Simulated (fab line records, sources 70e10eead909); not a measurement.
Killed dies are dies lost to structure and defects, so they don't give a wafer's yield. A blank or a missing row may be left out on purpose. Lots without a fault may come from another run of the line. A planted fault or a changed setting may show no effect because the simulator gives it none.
Which tool did it? | flow nand_harc | 7 lots, 21 wafers sampled, at 5 steps of a route of 1159

WHAT THE GAUGES READ, wafer by wafer
NHARC_END_SORT_01.
lot  | measured     | on        | killed_at_array
L955 | day 23 21:04 | prober-02 | 84 39 36

WHICH TOOL RAN EACH LOT (tool, then ch and the chambers of the sampled wafers, then the start)
lot  | NHARC_A_CONTACT_ETCH_134             | NHARC_A_M1_PRE_CLEAN_32         | NHARC_A_BONDPAD_CMP_29        | NHARC_A_BONDPAD_DESCUM_11
L940 | har_cap_etch-02 ch 0,1, day 17 12:28 | pecvd-02 ch 1,2, day 18 07:56   | cmp-02 ch 0,2,3, day 18 09:01 | rie_diel-03 ch 0,3, day 18 09:52
L942 | har_cap_etch-01 ch 1, day 18 06:35   | pecvd-01 ch 0,1,2, day 19 02:59 | cmp-01 ch 0,1, day 19 04:02   | rie_diel-06 ch 0,1, day 19 04:58
L946 | har_cap_etch-01 ch 0,1, day 18 16:23 | pecvd-02 ch 0,1,2, day 19 08:47 | cmp-04 ch 0,1,2, day 19 09:52 | rie_diel-06 ch 1,2,3, day 19 10:51
L949 | har_cap_etch-02 ch 0,1, day 19 11:14 | pecvd-02 ch 1,2, day 20 14:22   | cmp-02 ch 0,2, day 20 15:28   | rie_diel-06 ch 1,2, day 20 16:29
L955 | har_cap_etch-02 ch 0,1, day 21 13:08 | pecvd-04 ch 1,2, day 22 08:15   | cmp-02 ch 0,1,2, day 22 09:17 | rie_diel-06 ch 0,3, day 22 10:11
L957 | har_cap_etch-03 ch 0, day 22 08:10   | pecvd-01 ch 0,2, day 23 03:53   | cmp-02 ch 1,2, day 23 04:56   | rie_diel-06 ch 0,2,3, day 23 05:52
L961 | har_cap_etch-03 ch 0,1, day 22 17:41 | pecvd-04 ch 0,1,2, day 23 12:29 | cmp-01 ch 0,1,3, day 23 13:32 | rie_diel-06 ch 0,2,3, day 23 14:33
- NHARC_A_CONTACT_ETCH_134: etches the open film in C4F8/O2/Ar, time 140 s, target depth 700 nm.
- NHARC_A_M1_PRE_CLEAN_32: time 12 s.
- NHARC_A_BONDPAD_CMP_29: polishes SiCN, target thk 200 nm.
- NHARC_A_BONDPAD_DESCUM_11: chemistry O2, time 3 s.

THE ANSWER, worked out from the rows above alone
Rule: what is usual is taken from the lots themselves. Put in order of their means at a reading, lots are off if they are a third of the lots or fewer, leave a main group of 4 or more, and stand apart from it by a gap of 3 or more times the standard deviation of the main group's means; of several such gaps the widest counts. A main group whose means are all the same, to the digits that the tables above print for the reading, isn't used. A lot without any number at a reading at which 4 lots or more have one is off too. The other lots that the step has rows for count as sound.
No lot is off at any reading shown: from this, nothing can be told.

WHAT THE SIMULATOR HAD PUT IN
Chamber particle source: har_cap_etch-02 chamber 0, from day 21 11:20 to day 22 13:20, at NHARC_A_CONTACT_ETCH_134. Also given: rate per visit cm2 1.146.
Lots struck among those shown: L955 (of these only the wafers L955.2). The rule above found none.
